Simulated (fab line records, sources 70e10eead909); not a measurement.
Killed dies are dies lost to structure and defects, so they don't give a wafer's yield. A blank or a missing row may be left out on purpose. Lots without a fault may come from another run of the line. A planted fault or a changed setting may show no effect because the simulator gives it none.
Which tool did it? | flow nand_harc | 10 lots, 30 wafers sampled, at 9 steps of a route of 1302

WHAT THE GAUGES READ, wafer by wafer
NHARC_A_ONON_D2_THK_MEAS_27: measures by ellipsometry. Usual: thk_nm 1003 nm, standard deviation 11.
lot  | measured     | on            | thk_nm (nm)    | flag
L990 | day 13 10:28 | film_metro-02 | 1009 1007 1006 |
L992 | day 14 12:40 | film_metro-02 | 1004 1004 1005 |
L995 | day 15 08:59 | film_metro-01 | 994 995 995    |
L996 | day 15 16:48 | film_metro-01 | 1006 1003 1005 |
L100 | day 16 17:22 | film_metro-01 | 989 992 991    |
L999 | day 16 17:23 | film_metro-01 | 994 991 992    |
L109 | day 21 02:53 | film_metro-02 | 990 994 992    |
L110 | day 21 14:47 | film_metro-01 | 998 998 999    |
L112 | day 22 00:23 | film_metro-01 | 1005 1005 1006 |
L113 | day 22 00:44 | film_metro-01 | 1018 1019 1018 |

NHARC_A_CHANNEL_HOLE_D2_CD_MEAS_10: target cd 100 nm. Usual: cd_nm 100.1 nm, standard deviation 0.54.
lot  | measured     | on        | cd_nm (nm)        | flag
L990 | day 13 14:59 | cd_sem-02 | 100.6 100.5 99.9  |
L992 | day 14 16:43 | cd_sem-03 | 99.9 100.0 100.0  |
L995 | day 15 12:52 | cd_sem-03 | 100.0 100.1 100.1 |
L996 | day 15 20:37 | cd_sem-03 | 100.1 100.3 99.0  |
L100 | day 16 21:13 | cd_sem-01 | 100.2 99.8 100.4  |
L999 | day 16 23:08 | cd_sem-02 | 100.6 100.1 100.8 |
L109 | day 21 10:52 | cd_sem-02 | 87.8 88.0 88.7    | OFF
L110 | day 21 19:38 | cd_sem-03 | 88.9 89.4 89.2    | OFF
L112 | day 22 05:10 | cd_sem-01 | 98.9 100.0 100.2  |
L113 | day 22 06:53 | cd_sem-01 | 100.2 99.8 100.6  |

NHARC_A_CHANNEL_HOLE_D2_CD_MEAS_18. Usual: cd_nm 99.0 nm, standard deviation 2.3.
lot  | measured     | on        | cd_nm (nm)       | flag
L990 | day 13 16:17 | cd_sem-01 | 98.8 99.7 98.8   |
L992 | day 14 18:00 | cd_sem-01 | 97.6 93.4 96.9   |
L995 | day 15 14:09 | cd_sem-03 | 98.2 99.5 99.2   |
L996 | day 15 21:55 | cd_sem-02 | 100.0 97.3 101.3 |
L100 | day 16 22:32 | cd_sem-01 | 102.9 100.0 99.7 |
L999 | day 17 00:26 | cd_sem-02 | 99.4 94.4 97.1   |
L109 | day 21 12:10 | cd_sem-01 | 87.0 86.7 86.9   | OFF
L110 | day 21 21:09 | cd_sem-01 | 90.0 86.4 90.5   | OFF
L112 | day 22 06:28 | cd_sem-03 | 99.8 99.5 99.7   |
L113 | day 22 08:11 | cd_sem-01 | 98.9 101.6 101.5 |

NHARC_A_CHANNEL_HOLE_D2_CD_MEAS_31. Usual: cd_nm 89.2 nm, standard deviation 1.5.
lot  | measured     | on        | cd_nm (nm)     | flag
L990 | day 13 22:08 | cd_sem-01 | 89.1 91.4 87.2 |
L992 | day 14 23:37 | cd_sem-02 | 90.2 91.2 92.2 |
L995 | day 15 19:45 | cd_sem-03 | 88.8 91.6 88.9 |
L996 | day 16 04:05 | cd_sem-01 | 89.5 88.6 91.3 |
L100 | day 17 06:08 | cd_sem-02 | 87.0 87.9 88.3 |
L999 | day 17 10:19 | cd_sem-01 | 88.4 88.4 89.3 |
L109 | day 21 17:51 | cd_sem-01 | 76.4 79.8 75.3 | OFF
L110 | day 22 02:44 | cd_sem-01 | 77.7 78.9 79.2 | OFF
L112 | day 22 12:02 | cd_sem-01 | 89.0 86.6 87.2 |
L113 | day 22 20:32 | cd_sem-02 | 88.6 90.4 89.5 |

NHARC_END_SORT_01. Usual: killed_at_array 59, standard deviation 20; killed_at_other 0.8, standard deviation 1; killed_at_periphery 3.2, standard deviation 2.1; killed_dies 63, standard deviation 21; killed_open 3.0, standard deviation 1.9; killed_short 2.3, standard deviation 1.5.
lot  | measured     | on        | killed_at_array | killed_at_other | killed_at_periphery | killed_dies | killed_open | killed_short | flag
L109 | day 32 17:53 | prober-01 | 82 88 88        | 2 0 0           | 2 2 2               | 86 90 90    | 8 4 3       | 1 2 2        |
L110 | day 33 04:44 | prober-01 | 67 74 73        | 2 1 0           | 2 2 2               | 71 77 75    | 3 7 3       | 2 1 0        |

WHICH TOOL RAN EACH LOT (tool, then ch and the chambers of the sampled wafers, then the start)
lot  | NHARC_A_CHANNEL_HOLE_D2_PEB_08    | NHARC_A_CHANNEL_HOLE_D2_ETCH_38    | NHARC_A_CHANNEL_HOLE_D2_ETCH_25  | NHARC_A_CHANNEL_HOLE_D2_XSEM_32
L990 | litho_track-04 ch 0, day 13 14:54 | rie_diel-01 ch 0,3, day 13 15:16   | har_etch-01 ch 0,1, day 13 19:38 | xsem-01 ch 0, day 13 22:13
L992 | litho_track-06 ch 0, day 14 16:38 | rie_diel-01 ch 0,1,2, day 14 16:59 | har_etch-01 ch 0, day 14 20:59   | xsem-02 ch 0, day 14 23:43
L995 | litho_track-04 ch 0, day 15 12:47 | rie_diel-02 ch 0,1,3, day 15 13:08 | har_etch-01 ch 1, day 15 17:17   | xsem-02 ch 0, day 15 19:50
L996 | litho_track-04 ch 0, day 15 20:32 | rie_diel-01 ch 1,3, day 15 20:53   | har_etch-01 ch 0,1, day 16 01:37 | xsem-01 ch 0, day 16 04:11
L100 | litho_track-01 ch 0, day 16 21:08 | rie_diel-02 ch 1,2,3, day 16 21:31 | har_etch-01 ch 0,1, day 17 03:58 | xsem-01 ch 0, day 17 06:14
L999 | litho_track-01 ch 0, day 16 23:04 | rie_diel-06 ch 0,3, day 16 23:25   | har_etch-01 ch 0,1, day 17 07:49 | xsem-02 ch 0, day 17 10:25
L109 | litho_track-01 ch 0, day 21 10:47 | rie_diel-01 ch 0,1,2, day 21 11:10 | har_etch-01 ch 0,1, day 21 15:16 | xsem-01 ch 0, day 21 17:56
L110 | litho_track-01 ch 0, day 21 19:34 | rie_diel-01 ch 0,2,3, day 21 19:56 | har_etch-01 ch 0,1, day 22 00:16 | xsem-02 ch 0, day 22 02:49
L112 | litho_track-06 ch 0, day 22 05:05 | rie_diel-02 ch 1,2,3, day 22 05:27 | har_etch-01 ch 0,1, day 22 09:26 | xsem-02 ch 0, day 22 12:08
L113 | litho_track-04 ch 0, day 22 06:47 | rie_diel-02 ch 0,1,3, day 22 07:08 | har_etch-01 ch 1, day 22 17:52   | xsem-02 ch 0, day 22 20:37
- NHARC_A_CHANNEL_HOLE_D2_PEB_08: peb time 65 s.
- NHARC_A_CHANNEL_HOLE_D2_ETCH_38: etches the open film in CF4, target depth 39 nm, time 65 s.
- NHARC_A_CHANNEL_HOLE_D2_ETCH_25: etches the open film in C4F8/O2/Ar, time 1040.2 s, target depth 1500 nm.
- NHARC_A_CHANNEL_HOLE_D2_XSEM_32

WHAT THE TOOLS THEMSELVES READ (means of the sampled wafers that have a number; where no wafer has one, the mark that the record gives instead)
NHARC_A_CHANNEL_HOLE_D2_PEB_08. Usual: chill_plate_temp_C 23.00 C, standard deviation 0.1; exhaust_pa 44.9 Pa, standard deviation 0.95; heater_power_total_W 156.6 W, standard deviation 0.43; resist_line_temp_C 22.98 C, standard deviation 0.095.
lot  | tool           | chill_plate_temp_C (C) | exhaust_pa (Pa) | heater_power_total_W (W) | resist_line_temp_C (C) | flag
L990 | litho_track-04 | 23.07                  | 46.0            | 156.7                    | 22.93                  |
L992 | litho_track-06 | 22.94                  | 44.7            | 156.3                    | 22.86                  |
L995 | litho_track-04 | 23.04                  | 44.5            | 156.6                    | 22.89                  |
L996 | litho_track-04 | 23.17                  | 45.9            | 156.2                    | 23.15                  |
L100 | litho_track-01 | 22.95                  | 45.4            | 156.4                    | 22.99                  |
L999 | litho_track-01 | 22.99                  | 44.4            | 156.9                    | 22.88                  |
L109 | litho_track-01 | 22.98                  | 46.0            | 194.5                    | 23.14                  | OFF
L110 | litho_track-01 | 22.98                  | 45.3            | 194.4                    | 23.03                  | OFF
L112 | litho_track-06 | 22.99                  | 45.6            | 156.5                    | 23.02                  |
L113 | litho_track-04 | 23.02                  | 45.6            | 156.7                    | 22.89                  |

NHARC_A_CHANNEL_HOLE_D2_ETCH_38. Usual: drypump_motor_current_A 5.9 A, standard deviation 0.41; oes_product_au 0.999 a.u., standard deviation 0.0093; rf_vpp_V 151.3 V, standard deviation 1.1; showerhead_plenum_p_Torr 1.77 Torr, standard deviation 0.066; throttle_valve_pct 13.284 %, standard deviation 0.0099.
lot  | tool        | drypump_motor_current_A (A) | oes_product_au (a.u.) | rf_vpp_V (V) | showerhead_plenum_p_Torr (Torr) | throttle_valve_pct (%) | flag
L990 | rie_diel-01 | 6.4                         | 1.005                 | 153.0        | 1.83                            | 13.279                 |
L992 | rie_diel-01 | 5.8                         | 1.008                 | 151.4        | 1.79                            | 13.285                 |
L995 | rie_diel-02 | 5.7                         | 0.997                 | 151.5        | 1.83                            | 13.285                 |
L996 | rie_diel-01 | 6.2                         | 0.998                 | 150.6        | 1.72                            | 13.292                 |
L100 | rie_diel-02 | 5.8                         | 0.992                 | 151.4        | 1.78                            | 13.275                 |
L999 | rie_diel-06 | 6.2                         | 1.003                 | 150.8        | 1.71                            | 13.271                 |
L109 | rie_diel-01 | 5.8                         | 1.002                 | 151.5        | 1.79                            | 13.285                 |
L110 | rie_diel-01 | 6.1                         | 1.007                 | 151.2        | 1.79                            | 13.285                 |
L112 | rie_diel-02 | 5.8                         | 0.993                 | 150.8        | 1.78                            | 13.292                 |
L113 | rie_diel-02 | 5.7                         | 0.996                 | 151.8        | 1.83                            | 13.281                 |

NHARC_A_CHANNEL_HOLE_D2_ETCH_25. Usual: drypump_motor_current_A 5.84 A, standard deviation 0.2; o2_flow_sccm 31.21 sccm, standard deviation 0.088; showerhead_plenum_p_Torr 3.56 Torr, standard deviation 0.16; throttle_valve_pct 32.236 %, standard deviation 0.0091.
lot  | tool        | drypump_motor_current_A (A) | o2_flow_sccm (sccm) | showerhead_plenum_p_Torr (Torr) | throttle_valve_pct (%) | flag
L990 | har_etch-01 | 5.78                        | 31.29               | 3.53                            | 32.239                 |
L992 | har_etch-01 | 6.07                        | 31.17               | 3.48                            | 32.239                 |
L995 | har_etch-01 | 5.63                        | 31.27               | 3.54                            | 32.225                 |
L996 | har_etch-01 | 5.79                        | 31.21               | 3.52                            | 32.233                 |
L100 | har_etch-01 | 5.90                        | 31.21               | 3.48                            | 32.238                 |
L999 | har_etch-01 | 5.91                        | 31.14               | 3.48                            | 32.241                 |
L109 | har_etch-01 | 5.93                        | 31.19               | 3.44                            | 32.237                 |
L110 | har_etch-01 | 5.90                        | 31.17               | 3.44                            | 32.244                 |
L112 | har_etch-01 | 5.92                        | 31.26               | 3.44                            | 32.232                 |
L113 | har_etch-01 | 5.63                        | 31.12               | 3.48                            | 32.227                 |

NHARC_A_CHANNEL_HOLE_D2_XSEM_32. Usual: bot_cd_nm 73.6 nm, standard deviation 1.8; bow_nm 8.61 nm, standard deviation 0.25; tilt_deg 0.06 degrees, standard deviation 0.037.
lot  | tool    | bot_cd_nm (nm) | bow_nm (nm) | tilt_deg (degrees) | flag
L990 | xsem-01 | 72.3           | 8.79        | 0.03               |
L992 | xsem-02 | 76.4           | 8.65        | 0.08               |
L995 | xsem-02 | 74.7           | 8.92        | 0.09               |
L996 | xsem-01 | 74.7           | 8.80        | 0.12               |
L100 | xsem-01 | 73.0           | 8.61        | 0.04               |
L999 | xsem-02 | 74.8           | 8.99        | 0.05               |
L109 | xsem-01 | 60.9           | 8.48        | 0.06               | OFF
L110 | xsem-02 | 62.5           | 8.36        | 0.08               | OFF
L112 | xsem-02 | 71.3           | 8.83        | 0.13               |
L113 | xsem-02 | 74.3           | 8.94        | 0.07               |

THE ANSWER, worked out from the rows above alone
Rule: a lot is off if the mean of its wafers that have a number lies more than 3 standard deviations from the usual mean. A lot without any number at a reading at which 4 lots or more have one is off too. The other lots that the step has rows for count as sound. The gauges are gone through in route order, then the tools' own readings, and for those a lot's mean is taken as printed above. The first step at which some lot is off is used, and at that step the reading that is off furthest; a lot without a number counts as furthest.
Off: L109, L110, at NHARC_A_CHANNEL_HOLE_D2_CD_MEAS_10 (cd_nm).
A tool fits if, at a process step before that reading, it ran every lot that is off, and no sound lot after the first of them. The gauges at NHARC_A_CHANNEL_HOLE_D2_CD_MEAS_10 aren't tried: what is off there is off at NHARC_A_CHANNEL_HOLE_D2_CD_MEAS_18 too, on other tools, and a gauge's error can't cause that. One fits: litho_track-01 at NHARC_A_CHANNEL_HOLE_D2_PEB_08. Its last sound lot is L999 (day 16 23:04), its first lot that is off L109 (day 21 10:47): a fault that began between those two fits.
The tool's own readings at NHARC_A_CHANNEL_HOLE_D2_PEB_08 bear it out: on the lots that are off they differ by more than 5 times the standard deviation of the sound lots' means. heater_power_total_W reads 194.4 W there against 156.5 W on the sound lots.

WHAT THE SIMULATOR HAD PUT IN
Process parameter drift: litho_track-01, from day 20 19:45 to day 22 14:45, at NHARC_A_CHANNEL_HOLE_D2_PEB_08. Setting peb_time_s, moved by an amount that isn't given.
Lots struck among those shown: L109, L110. The rule above found the same.
